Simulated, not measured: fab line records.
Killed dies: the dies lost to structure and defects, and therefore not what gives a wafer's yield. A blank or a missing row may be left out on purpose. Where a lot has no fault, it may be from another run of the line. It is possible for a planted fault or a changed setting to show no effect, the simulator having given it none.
Matching of chambers + flow n5 finfet + N5_BEOL_M0_SAQP_MANDREL2_REMOVE_110 on rie si-05: 4 sister chambers
The step chemistry HBr/Cl2/O2, target a-Si, stops on SiCN, bt time 10 s. 4 wafers are shown with their chamber, then 11 later ones without.

## EACH WAFER AND ITS CHAMBER
| wafer  | chamber | throttle valve pct (%) |
|--------|---------|------------------------|
| L081.1 | 1       | 36.1                   |
| L083.2 | 2       | 37.5                   |
| L083.5 | 0       | 36.7                   |
| L084.1 | 3       | 36.5                   |

## WAFERS WITHOUT THEIR CHAMBER
| wafer  | throttle valve pct (%) |
|--------|------------------------|
| L084.3 | 36.7                   |
| L084.5 | 36.2                   |
| L088.1 | 36.2                   |
| L088.5 | 36.7                   |
| L088.6 | 36.2                   |
| L089.1 | 37.5                   |
| L089.2 | 36.7                   |
| L089.5 | 36.7                   |
| L090.2 | 37.5                   |
| L090.3 | 36.1                   |
| L090.6 | 36.5                   |

## EACH ONE'S CHAMBER
| wafer  | from the rows above | in truth |
|--------|---------------------|----------|
| L084.3 | 0                   | 0        |
| L084.5 | 1                   | 1        |
| L088.1 | 1                   | 1        |
| L088.5 | 0                   | 0        |
| L088.6 | 1                   | 1        |
| L089.1 | 2                   | 2        |
| L089.2 | 0                   | 0        |
| L089.5 | 0                   | 0        |
| L090.2 | 2                   | 2        |
| L090.3 | 1                   | 1        |
| L090.6 | 3                   | 3        |
11 of 11 placed correctly. Can't be placed from these rows: 0. Number placed wrongly: 0.
How it was worked out, from the rows above alone: a wafer's distance from a chamber is the root of the sum, over the readings, of the square of ((its reading less the chamber's mean) divided by the reading's scatter). The wafer belongs to the nearest chamber; if the next one is less than 2 further off, it can't be placed. Each chamber's mean is taken over the wafers shown for it. The scatter: root of mean squared gap, hidden wafer to nearest shown wafer, with one shown wafer a chamber.
